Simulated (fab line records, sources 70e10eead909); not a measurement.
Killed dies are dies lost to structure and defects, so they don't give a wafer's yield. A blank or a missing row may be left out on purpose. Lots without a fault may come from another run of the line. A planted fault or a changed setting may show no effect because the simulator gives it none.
fab line records | flow nand_harc
record lots=6 wafers=18 last_day=31
route steps=1302 shown P_ZERO_WELL@35 END@1302
lots that met no fault: from a run of the same line without faults
start_h: hours from the record's first day to the start of the lot's first wafer shown | wait_h: hours since the lot's step before | " the same as in the row above | L1.1+2: a row that stands for several wafers | - no value, or no start given | * or withheld: withheld | < > ~ a bound
route shown NAME@n: a module of which the file shows steps, and the number in the route of the first | usual: mean/standard deviation of fault-free wafers | same: alike in all rows | chamber/n: place in a boat | sites: the reading at each site | _std_site: their standard deviation | _edge_site: outer sites' mean less inner sites' | radius_mm: how far each site lies from the wafer's centre | mask NAME#n: copy n | behind: the tool/chamber that last shaped the wafer | hold: why the lot was held/for how many hours/how that ended | device: the transistor (n, p or np) that didn't switch | end of line: the same wafers' tests at the end of the route | a step without rows: its recipe alone | killed: dies lost to structure and defects at the first sort, not the wafer's yield | map: a wafer's dies, x killed, . not, _ none there
set.NAME: the setting as run; set.NAME@STEP: as run at that earlier step | model.NAME: the simulator's own value behind a step, which no gauge read
lots at some steps of the route; a table a step, a row a wafer
services: from which hour (start_h, from the record's first day; less than 0 if before it) a tool's chamber was out of use, for how many hours, and why
## steps
# step NHARC_P_ZERO_WELL_STRIP_28
# recipe time_s=840 temp_c=130 chemistry=SPM
# step NHARC_P_ZERO_WELL_DEHYDRATE_29
# recipe temp_c=150 time_s=120
# step NHARC_P_ZERO_WELL_HMDS_30
# recipe time_s=30
# step NHARC_P_ZERO_WELL_COAT_31
# recipe spin_rpm=withheld
# step NHARC_P_ZERO_WELL_SOFTBAKE_32
# recipe temp_c=122 time_s=95
# step NHARC_P_ZERO_WELL_EBR_33
# step NHARC_P_ZERO_WELL_EXPOSE_34
# recipe na=0.6 target_cd_nm=720 dose_mj=22.31 mask_id=P_PWELL
# step NHARC_P_ZERO_WELL_PEB_35
# recipe peb_temp_c=118 peb_time_s=85
# step NHARC_P_ZERO_WELL_DEVELOP_36
# recipe time_s=70
# step NHARC_P_ZERO_WELL_CD_MEAS_37
# recipe target_cd_nm=720 landing_energy_ev=500
# usual cd_nm=720.4/1.4
# columns lot.wafer tool chamber start_h wait_h cd_nm
L849.1 cd_sem-01 0 75.04 - 719.3
L849.3 " 0 " " 721.5
L849.6 " 0 " " 721.4
L850.1 cd_sem-02 0 83.98 - 721.7
L850.3 " 0 " " 717.7
L850.6 " 0 " " 722.4
L851.1 cd_sem-03 0 93.97 - 718.2
L851.4 " 0 " " 718.7
L851.5 " 0 " " 718.6
L860.2 cd_sem-01 0 184.22 - 720.7
L860.3 " 0 " " 721.3
L860.6 " 0 " " 720.8
L862.1 cd_sem-01 0 204.19 - 721.3
L862.2 " 0 " " 721.5
L862.3 " 0 " " 721.0
L863.2 cd_sem-01 0 213.97 - 720.0
L863.3 " 0 " " 719.3
L863.4 " 0 " " 720.8
# step NHARC_P_ZERO_WELL_HARDBAKE_38
# recipe temp_c=125 time_s=80
# step NHARC_P_ZERO_WELL_DESCUM_39
# recipe time_s=3 o2_flow_sccm=200 ar_flow_sccm=0 bias_power_w=0 chemistry=O2
# usual drypump_motor_current_A=5.9/0.61 oes_product_au=1.002/0.0079 rf_vpp_V=57.7/0.95 showerhead_plenum_p_Torr=1.90/0.078 throttle_valve_pct=11.311/0.0091
# columns lot.wafer tool chamber start_h wait_h drypump_motor_current_A oes_product_au rf_hours_counter_h rf_vpp_V showerhead_plenum_p_Torr throttle_valve_pct
L849.3 rie_diel-13 0 75.30 - 6.4 0.995 21 55.8 1.88 11.297
L849.1 " 3 " " 5.7 0.998 26 55.8 1.80 11.315
L849.6 " 1 " " 6.6 0.999 - 58.0 2.00 11.309
L850.3 rie_diel-05 0 84.14 - 6.4 0.997 11 58.6 2.07 11.312
L850.1 " 3 " " 6.1 1.007 12 61.3 1.95 11.309
L850.6 " 1 " " 5.5 0.990 - 57.2 1.94 11.307
L851.4 rie_diel-05 0 94.16 - 6.4 0.991 15 56.7 2.07 11.310
L851.1 " 1 " " 5.5 0.993 12 58.4 1.94 11.306
L851.5 " 2 " " 6.2 1.008 - 57.8 1.88 11.312
L860.2 rie_diel-13 0 184.38 - 6.5 1.017 2 59.1 1.87 11.322
L860.3 " 3 " " 5.7 1.009 2 57.3 1.79 11.315
L860.6 " 0 " " 6.4 1.006 - 55.7 1.87 11.309
L862.1 rie_diel-05 0 204.37 - 6.4 0.994 46 59.2 2.06 11.301
L862.2 " 1 " " 5.5 0.992 48 58.8 1.93 11.318
L862.3 " 2 " " 6.2 0.999 53 59.5 1.87 11.312
L863.2 rie_diel-13 2 214.12 - 4.8 1.002 6 57.8 1.86 11.312
L863.3 " 0 " " 6.5 0.995 12 56.5 1.87 11.320
L863.4 " 1 " " 6.5 0.999 11 58.0 1.98 11.315
# step NHARC_P_ZERO_WELL_IMPLANT_40
# recipe energy_kev=300 dose_cm2=1e+13 tilt_deg=7
# usual dose_ions_cm2=9.998e+12/1.1e+10 faraday_current_uA=127.0/2.3
# same implant_ion_amu=11
# columns lot.wafer tool chamber start_h wait_h dose_ions_cm2 faraday_current_uA
L849.1 implanter-01 0 75.45 0.1 9.995e+12 129.3
L849.3 " 0 " " 1.0014e+13 124.1
L849.6 " 0 " " 9.984e+12 126.9
L850.1 implanter-01 0 84.29 0.1 6.674e+12 85.1
L850.3 " 0 " " 6.68e+12 83.7
L850.6 " 0 " " 6.681e+12 83.6
L851.1 implanter-01 0 94.28 0.1 6.675e+12 85.2
L851.4 " 0 " " 6.668e+12 85.6
L851.5 " 0 " " 6.671e+12 80.4
L860.2 implanter-02 0 184.55 0.2 1e+13 128.8
L860.3 " 0 " " 1.0008e+13 126.2
L860.6 " 0 " " 1.0005e+13 130.3
L862.1 implanter-02 0 204.51 0.1 1.0008e+13 124.5
L862.2 " 0 " " 1.0004e+13 129.9
L862.3 " 0 " " 9.999e+12 126.9
L863.2 implanter-01 0 214.30 0.2 1.0007e+13 127.8
L863.3 " 0 " " 1.0003e+13 127.1
L863.4 " 0 " " 1.0011e+13 124.9
# step NHARC_P_ZERO_WELL_IMPLANT_59
# recipe energy_kev=120 dose_cm2=5e+12 tilt_deg=7
# step NHARC_END_SORT_01
# recipe temp_c=25
# usual killed_at_array=50/14 killed_at_other=0.9/1 killed_at_periphery=3.9/2.5 killed_dies=55/15 killed_open=3.5/1.9 killed_short=2.5/1.7
# same gross_dies=677
# columns lot.wafer tool chamber start_h wait_h killed_at_array killed_at_other killed_at_periphery killed_dies killed_open killed_short
L850.1 prober-02 0 616.68 2.5 61 1 7 69 2 4
L850.3 prober-02 0 618.26 3.1 63 2 3 68 4 6
L850.6 prober-02 0 620.62 3.9 65 1 1 67 3 3
# killed by level:class
L850.1 A_CHANNEL_HOLE_D2:chamber_film_flake=26 A_SLIT:chamber_film_flake=22 A_CHANNEL_HOLE_D1:chamber_film_flake=4 A_STAIRCASE:chamber_film_flake=3 A_CONTACT:chamber_film_flake=3 P_BONDPAD:chamber_film_flake=2 P_GATE:geometric_particle:open=1 P_GATE:geometric_particle:short=1
L850.3 A_SLIT:chamber_film_flake=25 A_CHANNEL_HOLE_D2:chamber_film_flake=18 A_STAIRCASE:chamber_film_flake=5 A_CHANNEL_HOLE_D1:chamber_film_flake=4 A_ONON_D2:geometric_particle:short=2 A_CHANNEL_FILL_D2:geometric_particle:open=2 P_BONDPAD:chamber_film_flake=2 A_CONTACT:chamber_film_flake=2
L850.6 A_CHANNEL_HOLE_D2:chamber_film_flake=32 A_SLIT:chamber_film_flake=22 A_CONTACT:chamber_film_flake=3 A_ONON_D1:geometric_particle:open=2 A_DECK1_JOINT:geometric_particle:short=2 A_ONON_D2:geometric_particle:short=1 A_BLC:geometric_particle:open=1 P_BONDPAD:chamber_film_flake=1
## services
# columns tool chamber start_h hours kind
rie_diel-05 - 52.63 9.0 pm
rie_diel-05 0 52.63 9.0 vent_cycle
rie_diel-05 1 52.63 9.0 vent_cycle
rie_diel-05 2 52.63 16.5 vent_cycle
rie_diel-05 3 52.63 9.0 vent_cycle
rie_diel-05 0 61.63 - clean
rie_diel-05 0 61.63 - consumable_replace:showerhead
rie_diel-05 1 61.63 - clean
rie_diel-05 3 61.63 - clean
rie_diel-13 0 72.90 - clean
rie_diel-13 1 72.90 - clean
rie_diel-13 2 72.90 - clean
rie_diel-13 3 72.90 - clean
rie_diel-05 0 86.13 - clean
rie_diel-13 3 105.54 10.1 repair
implanter-01 - 110.50 1.7 repair
rie_diel-13 0 129.22 1.6 repair
implanter-01 - 135.26 2.0 repair
implanter-02 - 138.61 3.3 repair
implanter-02 - 146.00 13.0 pm
rie_diel-05 0 164.25 4.2 repair
rie_diel-13 - 167.54 9.0 pm
implanter-01 - 188.09 2.0 repair
rie_diel-13 2 197.28 7.4 repair
## key
first_sign step=NHARC_P_ZERO_WELL_IMPLANT_40 reading=dose_ions_cm2 direction=down sigmas=99+ usual=9.998e+12 struck=6.675e+12
effect step=NHARC_P_ZERO_WELL_IMPLANT_40 reading=faraday_current_uA direction=down sigmas=18 usual=127.0 struck=83.9
met_at NHARC_P_ZERO_WELL_IMPLANT_40
struck_wafers L850.1,L850.3,L850.6,L851.1,L851.4,L851.5
tester_left_out L850,L851
onset_between 75.45 84.29
fault kind=process_parameter_drift tool=implanter-01 chamber=- onset_h=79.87 steps=NHARC_P_ZERO_WELL_IMPLANT_40 channel=dose_cm2 offset=-3.3173e+12 shape=step end_h=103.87 acts_in=these_recipes_only stated=1e+13
# tester_left_out: of these lots the tester's yield and bins aren't shown, on N5 and GAA mostly nor the transistor test; their killed dies are dies lost to structure and defects alone, not to doping, threshold or leakage, so they don't give the yield
